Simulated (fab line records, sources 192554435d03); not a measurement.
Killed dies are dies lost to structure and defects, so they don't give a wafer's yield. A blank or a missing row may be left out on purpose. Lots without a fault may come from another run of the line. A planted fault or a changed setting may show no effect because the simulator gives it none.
Chamber matching | flow n5_finfet | N5_BEOL_M3_PRE_CLEAN_60 on cvd_co-01: 3 sister chambers
The step time 15 s. 3 wafers are shown with their chamber, then 11 later ones without.

WAFERS WITH THEIR CHAMBER
wafer  | chamber | heater_power_w (W)
L083.1 | 1       | 119
L083.5 | 2       | 69
L085.3 | 0       | 75

WAFERS WITHOUT THEIR CHAMBER
wafer  | heater_power_w (W)
L085.4 | 75
L085.5 | 120
L087.1 | 73
L087.4 | 75
L087.6 | 117
L090.2 | 116
L090.3 | 67
L090.6 | 74
L096.2 | 69
L096.3 | 116
L096.5 | 68

WHICH CHAMBER EACH WENT THROUGH
wafer  | from the rows above     | in truth
L085.4 | 0                       | 0
L085.5 | 1                       | 1
L087.1 | can't be placed: 0 or 2 | 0
L087.4 | 0                       | 0
L087.6 | 1                       | 1
L090.2 | 1                       | 1
L090.3 | 2                       | 2
L090.6 | 0                       | 0
L096.2 | 2                       | 2
L096.3 | 1                       | 1
L096.5 | 2                       | 2
Placed correctly: 10 of 11. Can't be placed from these rows: 1 (the true chamber is among the candidates in 1). Placed wrongly: 0.
How it was worked out, from the rows above alone: a wafer's distance from a chamber is the root of the sum, over the readings, of the square of ((its reading less the chamber's mean) divided by the reading's scatter). The wafer belongs to the nearest chamber; if the next one is less than 2 further off, it can't be placed. A chamber's mean is the mean of its shown wafers. The scatter: with one shown wafer a chamber, the root of the mean of the squares of how far each hidden wafer lies from its nearest shown one.
